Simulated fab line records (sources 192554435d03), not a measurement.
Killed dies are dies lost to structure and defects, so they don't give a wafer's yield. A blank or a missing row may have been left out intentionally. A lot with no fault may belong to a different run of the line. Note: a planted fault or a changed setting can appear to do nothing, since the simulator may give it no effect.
Comparing a struck lot with a sound one :: flow n5 finfet :: 15 out of 1938 route steps
Sound: the wafers L616.2, L616.4, L616.5. Struck: wafer L630.6 (left out: L630.1, L630.3 of the same lot, which were not struck); the cause appears at the end.
At each step with rows: each side's tool, then ch and its chambers, then its first start. Under that, the readings that differ: sound wafers :: struck wafers :: difference of the means :: sigmas: that difference in standard deviations of wafers without a fault.
alike: same words and numbers on both sides, and readings whose means sit less than 2 such deviations apart. not compared: any withheld reading, any reading some wafer has no value for, any bound like >300 that may hide the same value, and any number with overlapping values for which the record gives no deviation.
A row with sigmas, a row that says differs or no value, or rows on one side alone: a step with any of these is where the two part. Numbers that have no deviation but don't overlap get no sigmas and don't part them. Lack of a reading on every wafer of one side parts them only where that side has two or more wafers.

first, 6 steps without rows for these wafers: N5_BEOL_M9_COAT_22 (resist thk 30 nm); N5_BEOL_M9_EBR_24; N5_BEOL_M9_SOFTBAKE_23 (time 60 s); N5_BEOL_M9_EXPOSE_25 (exposes mask V8); N5_BEOL_M9_PEB_26 (peb time 60 s); N5_BEOL_M9_DEVELOP_27 (develop time 30 s).
N5_BEOL_M9_CD_MEAS_28: the cd target is 70 nm.
  sound on cd sem-01 ch 0, day 12 01:25; struck on cd sem-02 ch 0, day 15 20:31
  alike: cd nm
N5_BEOL_M9_OVL_MEAS_29:
  sound on overlay-02 ch 0, day 12 01:28; struck on overlay-02 ch 0, day 15 20:32
  alike: V8_OVL
N5_BEOL_M9_INSPECT_30: inspects for defects (brightfield).
  struck on defect inspect-02, day 15 20:36; sound on defect inspect-02, day 12 01:31
  alike: raw defect count
N5_BEOL_M9_DESCUM_33: chemistry O2, time 7 s.
  sound on rie diel-06 ch 0,3, day 12 01:32; struck on rie diel-06 ch 0, day 15 20:38
  alike: drypump motor current A, oes product au, rf fwd power W, rf vpp V, showerhead plenum p Torr, throttle valve pct
  not compared: rf hours counter h
N5_BEOL_M9_ETCH_76: etches underlayer in N2/H2, target depth 6.5 nm, time 5.2 s.
  sound on rie diel-06 ch 0,3, day 12 01:35; struck on rie diel-06 ch 0, day 15 20:40
  alike: bias w, drypump motor current A, etch rf on time s, oes product au, rf fwd power W, rf vpp V, showerhead plenum p Torr, throttle valve pct
  not compared: rf hours counter h
N5_BEOL_M9_ETCH_65: etches SiARC in CF4, target depth 15.6 nm, time 26 s.
  sound on rie diel-06 ch 0,3, day 12 01:35; struck on rie diel-06 ch 0, day 15 20:41
  alike: bias w, drypump motor current A, etch rf on time s, oes product au, rf fwd power W, rf vpp V, showerhead plenum p Torr, throttle valve pct
  not compared: rf hours counter h
N5_BEOL_M9_ETCH_66: etches SOC in N2/H2, target depth 80 nm, overetch 16 nm, time 120 s.
  sound on rie diel-06 ch 0,3, day 12 01:37; struck on rie diel-06 ch 0, day 15 20:43
reading: model.SiARC_of_BEOL_M9_COAT_64.thk nm (nm)
sound: 6.4 6.4 6.4
struck: 7.8
difference: +1.4
sigmas: 
  alike: bias w, drypump motor current A, oes product au, rf fwd power W, rf vpp V, showerhead plenum p Torr, throttle valve pct
  not compared: rf hours counter h
then, 1 step without rows for these wafers: N5_BEOL_M9_STRIP_69 (strips in N2/H2).
-- here the record skips 3 days between the struck wafers' starts before and after, leaving off in module BEOL_M9 and picking up in module PASSIVATION (first step shown: number 1936 of the route) --
N5_PASSIVATION_PROBE_49:
  record: rows for the struck wafers here (prober-01, day 18 13:48), none for the sound ones

== WHERE THEY PART ==
N5_PASSIVATION_PROBE_49 only, going by this record.

WHY: whatever the simulator had introduced
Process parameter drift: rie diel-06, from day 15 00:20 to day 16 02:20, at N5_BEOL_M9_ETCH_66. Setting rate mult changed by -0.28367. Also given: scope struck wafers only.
